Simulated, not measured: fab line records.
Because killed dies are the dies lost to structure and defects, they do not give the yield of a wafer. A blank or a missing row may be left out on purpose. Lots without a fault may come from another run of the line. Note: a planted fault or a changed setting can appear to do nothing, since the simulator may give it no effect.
Which tool was responsible? + flow n5Finfet + at 1 step of a route of 1938, 24 lots with 72 wafers sampled

WHAT EACH GAUGE READ, for each wafer
N5_BEOL_M2_CD_MEAS_28: target cd 26.2 nm, target cd y 24.1 nm.
| lot  | measured     | on       | cdNm (nm)         |
|------|--------------|----------|-------------------|
| L074 | day 6 17:44  | cdSem-02 | 26.04 26.10 26.21 |
| L075 | day 6 21:16  | cdSem-02 | 26.40 26.31 26.23 |
| L076 | day 7 09:33  | cdSem-02 | 26.32 26.30 26.01 |
| L077 | day 7 18:15  | cdSem-01 | 26.05 26.03 25.88 |
| L078 | day 7 21:08  | cdSem-02 | 26.37 26.47 26.00 |
| L079 | day 8 00:35  | cdSem-02 | 25.97 26.23 25.97 |
| L080 | day 8 05:32  | cdSem-02 | 25.94 26.34 25.97 |
| L081 | day 8 10:23  | cdSem-02 | 26.26 25.77 26.37 |
| L082 | day 8 18:40  | cdSem-03 | 26.36 26.56 26.09 |
| L083 | day 8 21:17  | cdSem-01 | 25.98 26.22 26.32 |
| L084 | day 10 05:38 | cdSem-03 | 26.20 25.92 26.31 |
| L085 | day 10 08:43 | cdSem-03 | 26.15 26.07 25.98 |
| L086 | day 10 19:52 | cdSem-02 | 26.19 26.41 26.09 |
| L087 | day 11 02:16 | cdSem-03 | 26.07 26.48 26.34 |
| L088 | day 11 06:49 | cdSem-02 | 26.26 26.28 26.29 |
| L089 | day 11 07:48 | cdSem-03 | 26.34 26.08 26.20 |
| L090 | day 11 11:18 | cdSem-03 | 26.26 26.27 26.53 |
| L092 | day 11 17:57 | cdSem-01 | 26.43 25.64 25.93 |
| L091 | day 11 23:02 | cdSem-03 | 26.15 25.59 26.07 |
| L093 | day 12 04:52 | cdSem-03 | 26.08 26.20 26.55 |
| L094 | day 12 06:11 | cdSem-01 | 26.11 26.06 25.71 |
| L096 | day 12 07:43 | cdSem-03 | 26.18 26.65 26.58 |
| L095 | day 12 11:45 | cdSem-03 | 26.00 26.58 26.06 |
| L097 | day 12 14:17 | cdSem-03 | 26.29 26.42 26.10 |

WHAT TOOL EACH LOT RAN ON (gives the tool, then ch and the chambers of the sampled wafers, and finally the start)
Record: no process step prior to these readings.

WHAT THE TOOLS THEMSELVES READ (means of the sampled wafers that have a number; where no wafer has one, the mark that the record gives instead)
The record holds no such reading with a usual standard deviation.

THE ANSWER, worked out from the rows above alone
Rule: the lots themselves supply what counts as usual. The widest of any qualifying gaps counts: lots, ordered by their means at a reading, are off when they make up no more than a third of the lots, leave a main group of 4 or more, and stand apart from it by 3 or more times the standard deviation of that group's means. A main group is skipped when, at the precision printed for the reading in the tables above, its means are all equal. Also off: a lot with no number at a reading for which 4 or more lots have one. Any other lot the step has rows for is counted as sound. The gauges are gone through in route order, then the tools' own readings, and for those a lot's mean is taken as printed above. The first step at which some lot is off is used, and at that step the reading that is off furthest; a lot without a number counts as furthest.
Nothing can be told from this: no lot is off at any reading shown.

WHAT THE SIMULATOR PUT IN
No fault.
